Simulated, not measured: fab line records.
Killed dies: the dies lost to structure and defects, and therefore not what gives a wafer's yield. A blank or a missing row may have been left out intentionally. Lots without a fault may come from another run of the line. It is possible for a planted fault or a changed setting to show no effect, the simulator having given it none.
fab line records | flow n5-finfet
[record] lots = 10 | wafers = 26 | last-day = 17
route steps=1938 shown DUMMY_REMOVAL@381 HKMG_FIN@402 BEOL_M4@1111
lots that met no fault: taken from a fault-free run of the same line
start-h: hours from the record's first day to the start of the lot's first wafer shown | wait-h: how many hours have passed since the lot's step before this one | " same as the row above | L1.1+2: a single row standing in for several wafers | - value missing, or start not given | * or withheld: withheld | < > ~ a bound
route shown NAME@n: NAME is a module with steps in the file, n the number in the route of the first one | usual: mean/standard deviation of fault-free wafers | same: alike in all rows | chamber/n: place in a boat | sites: per-site readings | _std_site: the standard deviation of these | _edge_site: the outer-site mean with the inner-site mean subtracted | radius-mm: how far each site lies from the wafer's centre | mask NAME#n: copy n | behind: the most recent tool/chamber to have shaped the wafer | hold: why the lot went on hold/how many hours it stayed there/how the hold came to an end | device: transistor that didn't switch, given as n, p or np | end of line: the route-end tests of the same wafers | step lacking rows: just its recipe | killed: at the first sort, the dies lost to defects and structure; wafer yield is something else | map: per-die view of a wafer (x killed, . not killed, _ where there is no die)
set.NAME: the setting the step ran with; set.NAME@STEP: the setting that earlier step ran with | model.NAME: the simulator's own value behind a step, which no gauge read
one table for each step of the route and one row for each wafer, over a sample of lots
services: a tool's chamber out of use, with start hour (start-h, from the record's first day; less than 0 if before it), hours out, and reason
[[steps]]
[step N5_DUMMY_REMOVAL_INSPECT_06]
[recipe] inspect-instrument = brightfield | mode = aei
[usual] raw-defect-count = 12/4.9
lot.wafer | tool              | chamber | start-h | wait-h | raw-defect-count
L698.2    | defect-inspect-01 | -       | 84.29   | 0.0    | 12
L698.5    | "                 | -       | "       | "      | 9
L699.4    | defect-inspect-02 | -       | 97.26   | 0.0    | 12
L699.5    | "                 | -       | "       | "      | 8
L699.6    | "                 | -       | "       | "      | 14
L700.1    | defect-inspect-02 | -       | 101.17  | 0.0    | 15
L700.2    | "                 | -       | "       | "      | 19
L700.6    | "                 | -       | "       | "      | 14
L702.2    | defect-inspect-02 | -       | 107.98  | 0.0    | 10
L702.3    | "                 | -       | "       | "      | 9
L702.6    | "                 | -       | "       | "      | 9
L703.2    | defect-inspect-02 | -       | 119.93  | 0.0    | 21
L703.5    | "                 | -       | "       | "      | 9
L703.6    | "                 | -       | "       | "      | 15
L713.1    | defect-inspect-02 | -       | 177.08  | 0.0    | 11
L713.2    | "                 | -       | "       | "      | 11
L713.6    | "                 | -       | "       | "      | 11
L715.3    | defect-inspect-02 | -       | 184.30  | 0.0    | 6
L715.4    | "                 | -       | "       | "      | 15
L716.2    | defect-inspect-02 | -       | 193.83  | 0.0    | 12
L716.3    | "                 | -       | "       | "      | 11
L716.5    | "                 | -       | "       | "      | 13
L717.5    | defect-inspect-01 | -       | 195.29  | 0.0    | 14
L717.6    | "                 | -       | "       | "      | 12
L718.5    | defect-inspect-02 | -       | 202.73  | 0.0    | 7
L718.6    | "                 | -       | "       | "      | 9
[step N5_HKMG_FIN_ETCH_54]
[recipe] chemistry = CF4 | target = SiARC | target-depth-a = 455 | mask-material = CAR-ArF | time-s = 75.8 | ion-energy-ev = 80 | pressure-mtorr = 40 | source-w = 545 | bias-w = 36 | Ar_flow_sccm = 100 | cf4-flow-sccm = 100 | ends = cleared
[usual] drypump-motor-current-A = 5.5/0.45 | etch-rf-on-time-s = 75.7/2.4 | mfc-ar-sccm = 100.1/0.31 | oes-product-au = 0.69/0.087 | rf-fwd-power-W = 539.2/2.6 | rf-vpp-V = 184.4/1 | showerhead-plenum-p-Torr = 2.15/0.046 | throttle-valve-pct = 15.65/0.19
lot.wafer | tool        | chamber | start-h | wait-h | drypump-motor-current-A | etch-rf-on-time-s | mfc-ar-sccm | oes-product-au | rf-fwd-power-W | rf-hours-counter-h | rf-vpp-V | showerhead-plenum-p-Torr | throttle-valve-pct
L698.2    | rie-diel-05 | 2       | 85.72   | 0.0    | 5.3                     | 81.0              | 100.1       | 0.65           | 542.8          | 85                 | 185.6    | 2.15                     | 15.43
L698.5    | "           | 2       | "       | "      | 5.3                     | 81.0              | 100.4       | 0.65           | 541.3          | -                  | 183.2    | 2.15                     | 15.41
L699.4    | rie-diel-03 | 2       | 98.56   | 0.0    | 5.3                     | 74.5              | 99.8        | 0.62           | 538.2          | 199                | 183.4    | 2.20                     | 15.87
L699.5    | "           | 3       | "       | "      | 5.4                     | 76.1              | 100.4       | 0.58           | 537.6          | -                  | 183.8    | 2.19                     | 15.94
L699.6    | "           | 0       | "       | "      | 5.8                     | 79.2              | 99.3        | 0.58           | 535.0          | -                  | 185.0    | 2.14                     | 15.85
L700.1    | rie-diel-04 | 3       | 102.47  | 0.0    | 6.3                     | 75.8              | 100.4       | 0.62           | 543.7          | 208                | 186.0    | 2.20                     | 15.61
L700.2    | "           | 0       | "       | "      | 4.8                     | 73.3              | 100.2       | 0.76           | 540.0          | 45                 | 183.9    | 2.18                     | 15.40
L700.6    | "           | 3       | "       | "      | 6.2                     | 76.1              | 99.9        | 0.62           | 542.4          | -                  | 184.8    | 2.20                     | 15.61
L702.2    | rie-diel-04 | 1       | 109.44  | 0.0    | 5.3                     | 73.7              | 100.6       | 0.79           | 537.6          | 18                 | 182.2    | 2.11                     | 15.67
L702.3    | "           | 3       | "       | "      | 6.3                     | 75.2              | 100.1       | 0.62           | 541.5          | 211                | 186.6    | 2.19                     | 15.62
L702.6    | "           | 0       | "       | "      | 4.8                     | 72.8              | 100.2       | 0.76           | 539.6          | -                  | 184.0    | 2.18                     | 15.39
L703.2    | rie-diel-04 | 1       | 121.26  | 0.0    | 5.3                     | 75.3              | 99.6        | 0.76           | 540.8          | 22                 | 184.3    | 2.11                     | 15.68
L703.5    | "           | 1       | "       | "      | 5.3                     | 75.5              | 100.2       | 0.76           | 537.8          | -                  | 183.8    | 2.11                     | 15.68
L703.6    | "           | 2       | "       | "      | 5.5                     | 74.0              | 99.6        | 0.82           | 540.4          | -                  | 183.7    | 2.08                     | 15.49
L713.1    | rie-diel-03 | 3       | 178.38  | 0.0    | 5.5                     | 71.5              | 100.3       | 0.80           | 535.5          | 22                 | 184.6    | 2.19                     | 15.48
L713.2    | "           | 2       | "       | "      | 5.3                     | 74.9              | 100.1       | 0.60           | 539.4          | 232                | 185.5    | 2.19                     | 15.93
L713.6    | "           | 3       | "       | "      | 5.4                     | 71.5              | 100.3       | 0.79           | 535.8          | -                  | 184.8    | 2.19                     | 15.49
L715.3    | rie-diel-05 | 0       | 185.72  | 0.0    | 6.0                     | 78.3              | 100.2       | 0.60           | 538.0          | 186                | 183.6    | 2.04                     | 15.71
L715.4    | "           | 3       | "       | "      | 5.8                     | 76.1              | 100.2       | 0.61           | 540.9          | 183                | 184.1    | 2.14                     | 16.01
L716.2    | rie-diel-04 | 0       | 195.47  | 0.0    | 4.8                     | 74.9              | 99.7        | 0.71           | 537.7          | 80                 | 184.0    | 2.16                     | 15.45
L716.3    | "           | 2       | "       | "      | 5.5                     | 73.6              | 99.9        | 0.77           | 542.8          | 31                 | 183.0    | 2.07                     | 15.51
L716.5    | "           | 2       | "       | "      | 5.5                     | 72.9              | 100.1       | 0.78           | 543.3          | -                  | 184.5    | 2.07                     | 15.52
L717.5    | rie-diel-04 | 1       | 196.79  | 0.0    | 5.3                     | 73.5              | 100.2       | 0.74           | 536.6          | -                  | 183.2    | 2.10                     | 15.74
L717.6    | "           | 2       | "       | "      | 5.5                     | 72.5              | 99.7        | 0.77           | 539.3          | -                  | 184.3    | 2.07                     | 15.50
L718.5    | rie-diel-05 | 3       | 204.56  | 0.0    | 5.8                     | 77.6              | 100.5       | 0.60           | 540.3          | -                  | 185.1    | 2.13                     | 16.02
L718.6    | "           | 0       | "       | "      | 6.0                     | 78.4              | 100.3       | 0.59           | 536.9          | -                  | 183.4    | 2.04                     | 15.74
[step N5_HKMG_FIN_ETCH_58]
[recipe] chemistry = N2/H2 | target = SOC | target-depth-a = 2158 | ion-energy-ev = 50 | bias-w = 13 | time-s = 741 | pressure-mtorr = 30 | source-w = 875 | n2-flow-sccm = 200 | h2-flow-sccm = 200
[usual] drypump-motor-current-A = 5.5/0.45 | oes-product-au = 0.81/0.1 | rf-fwd-power-W = 874.0/2.5 | rf-vpp-V = 99.1/0.89 | showerhead-plenum-p-Torr = 2.56/0.054 | throttle-valve-pct = 17.90/0.24
lot.wafer | tool        | chamber | start-h | wait-h | drypump-motor-current-A | oes-product-au | rf-fwd-power-W | rf-hours-counter-h | rf-vpp-V | showerhead-plenum-p-Torr | throttle-valve-pct
L698.2    | rie-diel-05 | 2       | 85.98   | 0.0    | 5.3                     | 0.78           | 871.3          | 85                 | 99.3     | 2.59                     | 17.94
L698.5    | "           | 2       | "       | "      | 5.3                     | 0.78           | 868.2          | -                  | 100.0    | 2.59                     | 17.95
L699.4    | rie-diel-03 | 2       | 98.82   | 0.0    | 5.4                     | 0.73           | 872.7          | 199                | 99.6     | 2.62                     | 17.94
L699.5    | "           | 3       | "       | "      | 5.5                     | 0.68           | 873.8          | -                  | 98.9     | 2.62                     | 18.29
L699.6    | "           | 0       | "       | "      | 5.8                     | 0.67           | 870.8          | -                  | 98.0     | 2.52                     | 17.89
L700.1    | rie-diel-04 | 3       | 102.74  | 0.0    | 6.3                     | 0.72           | 875.3          | 208                | 98.7     | 2.63                     | 18.00
L700.2    | "           | 0       | "       | "      | 4.8                     | 0.90           | 871.1          | 45                 | 100.0    | 2.55                     | 17.34
L700.6    | "           | 3       | "       | "      | 6.3                     | 0.71           | 873.6          | -                  | 97.9     | 2.63                     | 17.99
L702.2    | rie-diel-04 | 1       | 109.71  | 0.0    | 5.3                     | 0.80           | 664.0          | 18                 | 109.6    | 2.52                     | 18.07
L702.3    | "           | 3       | "       | "      | 6.3                     | 0.63           | 665.7          | 211                | 109.6    | 2.63                     | 18.01
L702.6    | "           | 0       | "       | "      | 4.8                     | 0.78           | 663.5          | -                  | 109.9    | 2.55                     | 17.33
L703.2    | rie-diel-04 | 1       | 121.52  | 0.0    | 5.3                     | 0.79           | 663.5          | 22                 | 108.6    | 2.52                     | 18.07
L703.5    | "           | 1       | "       | "      | 5.3                     | 0.79           | 660.9          | -                  | 108.5    | 2.52                     | 18.09
L703.6    | "           | 2       | "       | "      | 5.5                     | 0.84           | 669.8          | -                  | 109.6    | 2.51                     | 17.91
L713.1    | rie-diel-03 | 3       | 178.64  | 0.0    | 5.5                     | 0.92           | 874.8          | 23                 | 98.3     | 2.61                     | 17.90
L713.2    | "           | 2       | "       | "      | 5.3                     | 0.70           | 870.9          | 232                | 99.7     | 2.61                     | 18.01
L713.6    | "           | 3       | "       | "      | 5.5                     | 0.93           | 873.8          | -                  | 100.4    | 2.61                     | 17.89
L715.3    | rie-diel-05 | 0       | 185.99  | 0.0    | 6.0                     | 0.69           | 874.0          | 187                | 97.6     | 2.43                     | 17.83
L715.4    | "           | 3       | "       | "      | 5.8                     | 0.70           | 872.3          | 183                | 97.6     | 2.52                     | 18.05
L716.2    | rie-diel-04 | 0       | 195.74  | 0.0    | 4.8                     | 0.85           | 875.4          | 80                 | 99.5     | 2.54                     | 17.39
L716.3    | "           | 2       | "       | "      | 5.5                     | 0.91           | 874.9          | 32                 | 98.1     | 2.50                     | 17.95
L716.5    | "           | 2       | "       | "      | 5.5                     | 0.92           | 873.4          | -                  | 100.4    | 2.50                     | 17.95
L717.5    | rie-diel-04 | 1       | 197.24  | 0.2    | 5.3                     | 0.87           | 877.0          | -                  | 99.5     | 2.51                     | 18.14
L717.6    | "           | 2       | "       | "      | 5.5                     | 0.91           | 876.1          | -                  | 98.2     | 2.50                     | 17.96
L718.5    | rie-diel-05 | 3       | 205.02  | 0.2    | 5.8                     | 0.69           | 873.8          | -                  | 100.1    | 2.51                     | 18.03
L718.6    | "           | 0       | "       | "      | 6.0                     | 0.68           | 869.9          | -                  | 99.4     | 2.42                     | 17.84
[step N5_HKMG_FIN_STRIP_60]
[recipe] chemistry = N2/H2 | power-w = 2500 | temp-c = 300 | h2-frac = 0.65 | time-s = 360 | pressure-mtorr = withheld | n2-flow-sccm = 1750 | h2-flow-sccm = 3250
[usual] drypump-motor-current-A = 5.9/0.43 | heater-power-w = 458/31
lot.wafer | tool            | chamber | start-h | wait-h | drypump-motor-current-A | heater-power-w | rf-hours-counter-h
L698.2    | plasma-asher-02 | 0       | 86.56   | 0.0    | 6.4                     | 496            | 91
L698.5    | "               | 1       | "       | "      | 5.7                     | 494            | -
L699.4    | plasma-asher-02 | 0       | 99.52   | 0.1    | 6.4                     | 484            | -
L699.5    | "               | 1       | "       | "      | 5.8                     | 510            | -
L699.6    | "               | 0       | "       | "      | 6.4                     | 476            | -
L700.1    | plasma-asher-02 | 0       | 103.32  | 0.0    | 6.4                     | 472            | 94
L700.2    | "               | 1       | "       | "      | 5.7                     | 499            | 94
L700.6    | "               | 1       | "       | "      | 5.8                     | 503            | -
L702.2    | plasma-asher-01 | 0       | 110.29  | 0.0    | 6.3                     | 431            | 38
L702.3    | "               | 0       | "       | "      | 6.2                     | 445            | -
L702.6    | "               | 1       | "       | "      | 5.3                     | 422            | -
L703.2    | plasma-asher-02 | 0       | 122.10  | 0.0    | 6.4                     | 505            | 98
L703.5    | "               | 1       | "       | "      | 5.8                     | 509            | -
L703.6    | "               | 0       | "       | "      | 6.4                     | 484            | -
L713.1    | plasma-asher-01 | 1       | 179.22  | 0.0    | 5.4                     | 428            | 53
L713.2    | "               | 0       | "       | "      | 6.2                     | 446            | 53
L713.6    | "               | 0       | "       | "      | 6.2                     | 435            | -
L715.3    | plasma-asher-01 | 0       | 186.69  | 0.1    | 6.3                     | 431            | -
L715.4    | "               | 1       | "       | "      | 5.4                     | 415            | -
L716.2    | plasma-asher-01 | 1       | 196.31  | 0.0    | 5.4                     | 426            | 57
L716.3    | "               | 1       | "       | "      | 5.4                     | 436            | -
L716.5    | "               | 0       | "       | "      | 6.3                     | 437            | -
L717.5    | plasma-asher-01 | 1       | 197.84  | 0.3    | 5.4                     | 426            | -
L717.6    | "               | 0       | "       | "      | 6.3                     | 441            | -
L718.5    | plasma-asher-01 | 0       | 205.66  | 0.3    | 6.3                     | 438            | -
L718.6    | "               | 1       | "       | "      | 5.4                     | 426            | -
[step N5_BEOL_M4_RC_MEAS_101]
[usual] DIBL_N = 36.0/2 | DIBL_P = 35.9/2.5 | IOFF_N = 0.16/0.038 | IOFF_P = 0.21/0.04 | ION_N = 675/14 | ION_P = 462/9.4 | SS_N = 71.5/0.75 | SS_P = 73.2/0.74 | VT_N = 250/3.9 | VT_P = -251/3.2
lot.wafer | tool      | chamber | start-h | wait-h | DIBL_N[mV/V] | DIBL_P[mV/V] | IOFF_N[nA/um] | IOFF_P[nA/um] | ION_N[uA/um] | ION_P[uA/um] | SS_N[mV/dec] | SS_P[mV/dec] | VT_N[mV] | VT_P[mV]
L698.2    | prober-01 | 0       | 178.60  | 0.2    | 40.0         | 37.8         | 0.23          | 0.28          | 690          | 468          | 72.1         | 74.2         | 242      | -246
L698.5    | "         | 0       | "       | "      | 32.6         | 30.3         | 0.12          | 0.18          | 679          | 474          | 69.8         | 72.2         | 249      | -251
L699.4    | prober-01 | 0       | 182.65  | 0.5    | 36.7         | 37.6         | 0.18          | 0.24          | 670          | 463          | 72.8         | 73.0         | 249      | -249
L699.5    | "         | 0       | "       | "      | 37.8         | 38.4         | 0.21          | 0.24          | 678          | 455          | 73.3         | 74.1         | 250      | -249
L699.6    | "         | 0       | "       | "      | 34.0         | 33.3         | 0.13          | 0.16          | 667          | 459          | 72.2         | 73.1         | 257      | -254
L700.1    | prober-01 | 0       | 197.12  | 0.0    | 37.3         | 37.2         | 0.17          | 0.19          | 664          | 446          | 72.3         | 73.7         | 251      | -255
L700.2    | "         | 0       | "       | "      | 32.4         | 31.9         | 0.11          | 0.14          | 654          | 445          | 70.8         | 72.6         | 256      | -257
L700.6    | "         | 0       | "       | "      | 38.7         | 39.4         | 0.20          | 0.25          | 670          | 459          | 71.8         | 74.5         | 246      | -251
L702.2    | prober-02 | 0       | 200.00  | 0.2    | 32.5         | 32.2         | 0.11          | 0.16          | 679          | 473          | 69.6         | 71.7         | 256      | -251
L702.3    | "         | 0       | "       | "      | 35.9         | 35.1         | 0.15          | 0.19          | 676          | 460          | 70.2         | 73.4         | 251      | -251
L702.6    | "         | 0       | "       | "      | 35.7         | 35.0         | 0.15          | 0.18          | 675          | 464          | 70.1         | 72.7         | 251      | -249
L703.2    | prober-01 | 0       | 205.27  | 0.2    | 34.7         | 33.1         | 0.14          | 0.18          | 668          | 461          | 71.0         | 72.9         | 250      | -253
L703.5    | "         | 0       | "       | "      | 35.0         | 34.7         | 0.15          | 0.20          | 675          | 464          | 71.1         | 73.1         | 249      | -250
L703.6    | "         | 0       | "       | "      | 37.0         | 35.0         | 0.18          | 0.20          | 661          | 456          | 73.0         | 73.8         | 249      | -250
L713.1    | prober-02 | 0       | 269.86  | 0.0    | 33.6         | 34.1         | 0.12          | 0.17          | 669          | 457          | 71.5         | 72.7         | 255      | -253
L713.2    | "         | 0       | "       | "      | 35.3         | 36.7         | 0.14          | 0.20          | 647          | 447          | 71.2         | 72.7         | 251      | -249
L713.6    | "         | 0       | "       | "      | 34.5         | 37.0         | 0.14          | 0.21          | 688          | 473          | 70.9         | 73.6         | 250      | -249
L715.3    | prober-01 | 0       | 273.98  | 0.3    | 33.9         | 30.5         | 0.13          | 0.16          | 653          | 444          | 70.8         | 72.2         | 252      | -256
L715.4    | "         | 0       | "       | "      | 39.8         | 39.0         | 0.27          | 0.30          | 696          | 469          | 72.6         | 73.9         | 241      | -244
L716.2    | prober-01 | 0       | 276.71  | 0.2    | 36.8         | 37.8         | 0.16          | 0.21          | 685          | 465          | 71.4         | 73.6         | 250      | -248
L716.3    | "         | 0       | "       | "      | 31.9         | 32.6         | 0.09          | 0.15          | 660          | 463          | 70.5         | 71.4         | 258      | -256
L716.5    | "         | 0       | "       | "      | 35.9         | 36.6         | 0.15          | 0.20          | 676          | 468          | 71.2         | 72.9         | 251      | -251
L717.5    | prober-01 | 0       | 296.35  | 0.6    | 36.6         | 36.4         | 0.14          | 0.22          | 661          | 458          | 71.7         | 73.2         | 253      | -250
L717.6    | "         | 0       | "       | "      | 37.0         | 37.0         | 0.16          | 0.24          | 672          | 466          | 71.4         | 73.7         | 249      | -249
L718.5    | prober-01 | 0       | 301.39  | 0.6    | 34.7         | 35.0         | 0.12          | 0.17          | 664          | 460          | 71.2         | 72.7         | 254      | -253
L718.6    | "         | 0       | "       | "      | 33.0         | 31.9         | 0.11          | 0.15          | 663          | 464          | 70.9         | 71.9         | 258      | -256
[[services]]
tool            | chamber | start-h | hours | kind
rie-diel-05     | 0       | 63.64   | 5.0   | repair
plasma-asher-01 | -       | 67.06   | 1.7   | repair
rie-diel-04     | 2       | 78.35   | -     | clean
rie-diel-04     | 2       | 78.35   | -     | consumable-replace:focus-ring
rie-diel-04     | 2       | 78.35   | 20.8  | scheduled-down
rie-diel-04     | 2       | 78.35   | 20.8  | vent-cycle
rie-diel-03     | 3       | 104.51  | -     | clean
rie-diel-03     | 3       | 104.51  | -     | consumable-replace:focus-ring
rie-diel-03     | 3       | 104.51  | 17.2  | scheduled-down
rie-diel-03     | 3       | 104.51  | 17.2  | vent-cycle
rie-diel-05     | 1       | 114.63  | -     | clean
rie-diel-05     | 1       | 114.63  | -     | consumable-replace:focus-ring
rie-diel-05     | 1       | 114.63  | 18.1  | scheduled-down
rie-diel-05     | 1       | 114.63  | 18.1  | vent-cycle
rie-diel-04     | 3       | 149.33  | 7.2   | repair
plasma-asher-02 | -       | 154.70  | 6.9   | repair
rie-diel-04     | 2       | 169.75  | 12.7  | repair
rie-diel-03     | 0       | 180.04  | -     | clean
rie-diel-03     | 0       | 180.04  | -     | consumable-replace:focus-ring
rie-diel-03     | 0       | 180.04  | 25.4  | scheduled-down
rie-diel-03     | 0       | 180.04  | 25.4  | vent-cycle
rie-diel-04     | 2       | 205.62  | 6.8   | repair
[[key]]
[first-sign] step = N5_HKMG_FIN_ETCH_58 | reading = rf-fwd-power-W | direction = down | sigmas = 84 | usual = * | struck = *
[effect] step = N5_HKMG_FIN_ETCH_58 | reading = rf-vpp-V | direction = up | sigmas = 11 | usual = 99.1 | struck = 109.3
met-at N5_HKMG_FIN_ETCH_58
struck-lots L702,L703
not-acting-at N5_DUMMY_REMOVAL_INSPECT_06,N5_HKMG_FIN_ETCH_54,N5_HKMG_FIN_STRIP_60
onset-between 102.74 109.71
[fault] kind = process-parameter-drift | tool = rie-diel-04 | chamber = - | onset-h = 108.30 | steps = N5_HKMG_FIN_ETCH_58 | channel = source-w | offset = -210 | shape = step | end-h = 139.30 | acts-in = these-recipes-only | stated = 875
